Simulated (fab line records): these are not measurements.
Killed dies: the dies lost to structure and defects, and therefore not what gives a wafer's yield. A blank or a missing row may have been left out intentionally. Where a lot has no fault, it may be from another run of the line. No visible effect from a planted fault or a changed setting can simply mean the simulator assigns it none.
8D (eight disciplines) problem report, filled in by code    flow nandHarc    the parts of the form that need people (team, actions taken, sign-off) are left out

== 1. PROBLEM STATEMENT ==
At NHARC_END_SORT_01, killedAtPeriphery averages 89.0 over 6 wafers from 2 lots, while fault-free wafers read 4.6, standard deviation 2.8. That is +30 standard deviations from the usual mean.
First seen on wafer L502.1, day 25 21:42, on prober-02. Wafers with a number at this step in the record: 12, from 4 lots. By rule, "out" or "out of limits" means more than 4 standard deviations away from the usual mean. The other wafers with a number count as sound.

== 2. WHAT THIS IS AND IS NOT ==
question                     is                      is not
which readings at this step  killedAtPeriphery       killedAtArray, killedOpen
which lots                   L502, L503              L514, L515
which wafers of those lots   all that have a number  -
read on which gauges         prober-01, prober-02    -
when                         from day 25 21:42       up to then (0 sound wafers); but 6 sound wafers of L514, L515 came after

== 3. SUSPECTS, AND WHAT RULES EACH OUT ==
Counting: a tool at a process step up to the reading stays a suspect if it ran every lot that is out and no sound lot after the first of them.
- the gauge at NHARC_END_SORT_01 is ruled out. Those wafers that are out were read across 2 gauges (prober-01, prober-02).
- wetBench-08 at NHARC_P_BONDPAD_PRECLEAN_30 (cleans in DIW, time 300 s): ruled out as a lasting fault. The sound lots L514, L515 went through it after L502, its earliest lot that is out (day 8 17:40).
- pvdSputter-03 at NHARC_THIN_TSV_PVD_19 (deposits TaN, target thk 20 nm): ruled out as a lasting fault. The sound lots L515 went through it after L502, its earliest lot that is out (day 25 10:49). NHARC_THIN_TSV_PVD_19 gives no start for some lots, so the hours and the order of its lots are those of NHARC_THIN_TSV_ANNEAL_52.
- rtpAnneal-02 at NHARC_THIN_TSV_ANNEAL_52 (time 90 s): kept. It ran every lot that is out, first L502 (day 25 10:49), and no sound lot after that.
After counting, what remains is rtpAnneal-02 at NHARC_THIN_TSV_ANNEAL_52.

== 4. THE CAUSE (what the simulator had put in) ==
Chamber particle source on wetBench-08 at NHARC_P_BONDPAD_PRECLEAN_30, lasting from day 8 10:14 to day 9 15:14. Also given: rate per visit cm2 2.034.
The count ruled it out by mistake, since the rule takes a fault to strike every lot its tool runs from the start of the fault on, and this one did not do so.

== 5. SEQUENCE OF EFFECTS, ordered by route ==
One row per reading whose mean, taken over the struck wafers that have a number, lies over 3 standard deviations from the usual. Only readings whose record carries a usual standard deviation are examined. hours: median over the lots of the time between each lot's start at the first step of this table that gives one and its start at this step. sigmas: the change, counted in usual standard deviations.
hours  step               reading             usual   on struck wafers  change  sigmas
0      NHARC_END_SORT_01  defectLimitedYield  90.6 %  78.5              -12.1   -4.3
0      NHARC_END_SORT_01  killedAtPeriphery   4.6     89.0              +84.4   +30
0      NHARC_END_SORT_01  killedDies          63      146               +82     +4.3

== 6. WHAT WOULD HAVE CAUGHT IT SOONER ==
The first out-of-limits reading at a measuring or inspecting step in this record came at day 25 21:42, 419 hours after the fault's start at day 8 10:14.
